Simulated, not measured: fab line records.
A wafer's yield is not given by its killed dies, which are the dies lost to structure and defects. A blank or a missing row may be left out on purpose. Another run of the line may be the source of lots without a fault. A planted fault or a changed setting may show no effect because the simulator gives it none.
Split-lot study :: flow n5_finfet :: 39 wafers read from 7 lots, route of 1938 steps

THE SPLIT
At N5_DUMMY_GATE_ETCH_37 (etches SOC in N2/H2, target depth 60 nm, overetch 30 nm), the setting source_w was moved away from the recipe's 840 W on 12 of the 39 wafers read, by -6.0% to +18.3%. This setting was run at the recipe's value on the other wafers.

The reading is taken at the split's own step.

THE READING
rf_vpp_V, in V, at N5_DUMMY_GATE_ETCH_37 (etches SOC in N2/H2, target depth 60 nm, overetch 30 nm). Typical for fault-free wafers on this fab line: 524.4 V, with standard deviation 2.5 V.

wafer: L075.1
tool, chamber at the split: rie_diel-05, 0
source_w as run, W: 840
against the recipe: recipe
rf_vpp_V, V: 526.3
against lot-mates on the recipe: -

wafer: L075.2
tool, chamber at the split: rie_diel-05, 2
source_w as run, W: 840
against the recipe: recipe
rf_vpp_V, V: 519.0
against lot-mates on the recipe: -

wafer: L075.3
tool, chamber at the split: rie_diel-05, 1
source_w as run, W: 840
against the recipe: recipe
rf_vpp_V, V: 525.0
against lot-mates on the recipe: -

wafer: L075.4
tool, chamber at the split: rie_diel-05, 3
source_w as run, W: 840
against the recipe: recipe
rf_vpp_V, V: 521.6
against lot-mates on the recipe: -

wafer: L075.5
tool, chamber at the split: rie_diel-05, 1
source_w as run, W: 840
against the recipe: recipe
rf_vpp_V, V: 524.8
against lot-mates on the recipe: -

wafer: L075.6
tool, chamber at the split: rie_diel-05, 0
source_w as run, W: 840
against the recipe: recipe
rf_vpp_V, V: 527.0
against lot-mates on the recipe: -

wafer: L079.1
tool, chamber at the split: rie_diel-02, 3
source_w as run, W: 840
against the recipe: recipe
rf_vpp_V, V: 519.8
against lot-mates on the recipe: -

wafer: L079.2
tool, chamber at the split: rie_diel-02, 0
source_w as run, W: 840
against the recipe: recipe
rf_vpp_V, V: 525.3
against lot-mates on the recipe: -

wafer: L079.3
tool, chamber at the split: rie_diel-02, 1
source_w as run, W: 789.6
against the recipe: -6.0%
rf_vpp_V, V: 536.4
against lot-mates on the recipe: +12.6

wafer: L079.4
tool, chamber at the split: rie_diel-02, 2
source_w as run, W: 789.6
against the recipe: -6.0%
rf_vpp_V, V: 538.3
against lot-mates on the recipe: +14.5

wafer: L079.5
tool, chamber at the split: rie_diel-02, 1
source_w as run, W: 789.6
against the recipe: -6.0%
rf_vpp_V, V: 536.7
against lot-mates on the recipe: +12.9

wafer: L079.6
tool, chamber at the split: rie_diel-02, 2
source_w as run, W: 840
against the recipe: recipe
rf_vpp_V, V: 526.2
against lot-mates on the recipe: -

wafer: L080.4
tool, chamber at the split: rie_diel-02, 1
source_w as run, W: 840
against the recipe: recipe
rf_vpp_V, V: 525.3
against lot-mates on the recipe: -

wafer: L080.5
tool, chamber at the split: rie_diel-02, 0
source_w as run, W: 840
against the recipe: recipe
rf_vpp_V, V: 524.1
against lot-mates on the recipe: -

wafer: L080.6
tool, chamber at the split: rie_diel-02, 3
source_w as run, W: 840
against the recipe: recipe
rf_vpp_V, V: 520.0
against lot-mates on the recipe: -

wafer: L081.1
tool, chamber at the split: rie_diel-05, 3
source_w as run, W: 840
against the recipe: recipe
rf_vpp_V, V: 521.7
against lot-mates on the recipe: -

wafer: L081.2
tool, chamber at the split: rie_diel-05, 2
source_w as run, W: 840
against the recipe: recipe
rf_vpp_V, V: 522.7
against lot-mates on the recipe: -

wafer: L081.3
tool, chamber at the split: rie_diel-05, 1
source_w as run, W: 840
against the recipe: recipe
rf_vpp_V, V: 524.5
against lot-mates on the recipe: -

wafer: L081.4
tool, chamber at the split: rie_diel-05, 0
source_w as run, W: 840
against the recipe: recipe
rf_vpp_V, V: 526.5
against lot-mates on the recipe: -

wafer: L081.5
tool, chamber at the split: rie_diel-05, 2
source_w as run, W: 840
against the recipe: recipe
rf_vpp_V, V: 521.1
against lot-mates on the recipe: -

wafer: L081.6
tool, chamber at the split: rie_diel-05, 1
source_w as run, W: 840
against the recipe: recipe
rf_vpp_V, V: 524.8
against lot-mates on the recipe: -

wafer: L088.1
tool, chamber at the split: rie_diel-05, 2
source_w as run, W: 840
against the recipe: recipe
rf_vpp_V, V: 521.9
against lot-mates on the recipe: -

wafer: L088.2
tool, chamber at the split: rie_diel-05, 0
source_w as run, W: 938.8
against the recipe: +11.8%
rf_vpp_V, V: 505.7
against lot-mates on the recipe: -15.6

wafer: L088.3
tool, chamber at the split: rie_diel-05, 1
source_w as run, W: 938.8
against the recipe: +11.8%
rf_vpp_V, V: 506.8
against lot-mates on the recipe: -14.5

wafer: L088.4
tool, chamber at the split: rie_diel-05, 3
source_w as run, W: 840
against the recipe: recipe
rf_vpp_V, V: 521.2
against lot-mates on the recipe: -

wafer: L088.5
tool, chamber at the split: rie_diel-05, 2
source_w as run, W: 938.8
against the recipe: +11.8%
rf_vpp_V, V: 502.4
against lot-mates on the recipe: -18.9

wafer: L088.6
tool, chamber at the split: rie_diel-05, 3
source_w as run, W: 840
against the recipe: recipe
rf_vpp_V, V: 520.9
against lot-mates on the recipe: -

wafer: L094.1
tool, chamber at the split: rie_diel-04, 3
source_w as run, W: 840
against the recipe: recipe
rf_vpp_V, V: 522.1
against lot-mates on the recipe: -

wafer: L094.2
tool, chamber at the split: rie_diel-04, 1
source_w as run, W: 798.1
against the recipe: -5.0%
rf_vpp_V, V: 534.6
against lot-mates on the recipe: +10.2

wafer: L094.3
tool, chamber at the split: rie_diel-04, 2
source_w as run, W: 798.1
against the recipe: -5.0%
rf_vpp_V, V: 536.1
against lot-mates on the recipe: +11.7

wafer: L094.4
tool, chamber at the split: rie_diel-04, 0
source_w as run, W: 840
against the recipe: recipe
rf_vpp_V, V: 526.6
against lot-mates on the recipe: -

wafer: L094.5
tool, chamber at the split: rie_diel-04, 2
source_w as run, W: 840
against the recipe: recipe
rf_vpp_V, V: 524.6
against lot-mates on the recipe: -

wafer: L094.6
tool, chamber at the split: rie_diel-04, 1
source_w as run, W: 798.1
against the recipe: -5.0%
rf_vpp_V, V: 536.3
against lot-mates on the recipe: +11.9

wafer: L097.1
tool, chamber at the split: rie_diel-02, 0
source_w as run, W: 993.8
against the recipe: +18.3%
rf_vpp_V, V: 495.6
against lot-mates on the recipe: -31.5

wafer: L097.2
tool, chamber at the split: rie_diel-02, 2
source_w as run, W: 840
against the recipe: recipe
rf_vpp_V, V: 527.4
against lot-mates on the recipe: -

wafer: L097.3
tool, chamber at the split: rie_diel-02, 1
source_w as run, W: 993.8
against the recipe: +18.3%
rf_vpp_V, V: 496.0
against lot-mates on the recipe: -31.1

wafer: L097.4
tool, chamber at the split: rie_diel-02, 3
source_w as run, W: 840
against the recipe: recipe
rf_vpp_V, V: 526.9
against lot-mates on the recipe: -

wafer: L097.5
tool, chamber at the split: rie_diel-02, 2
source_w as run, W: 840
against the recipe: recipe
rf_vpp_V, V: 526.9
against lot-mates on the recipe: -

wafer: L097.6
tool, chamber at the split: rie_diel-02, 3
source_w as run, W: 993.8
against the recipe: +18.3%
rf_vpp_V, V: 500.0
against lot-mates on the recipe: -27.1

THE FIT
A straight line over all 39 wafers: rf_vpp_V changes by -1.62 V for each +1% of source_w; r = -0.97; the points scatter about the line by 2.7 V.
The same after taking each lot's own level away (the mean of its wafers on the recipe; 39 wafers): -1.67 V for each +1%; r = -0.98; scatter 2.4 V.
That fit puts the effect of the largest move of source_w on the reading at 31 V.
Measured against the standard deviation above, the lots' own levels, which go from 521.33 to 527.07 V, span 2.3 times it.
Hence the lot-to-lot level has little effect on the slope; both slopes agree.
Check: -29.3 V against its lot-mates is what the line predicts for one of the wafers moved furthest among these (+18.3%) when that wafer is left out of the fit. Against them it came out at -31.5 V.
Tool readings at the split's step, against how far the setting was moved: rf_vpp_V r = -0.97.

THE FILE'S OWN FIT
rf_vpp_V changes by -1.64 V for each +1% of source_w, r = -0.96.
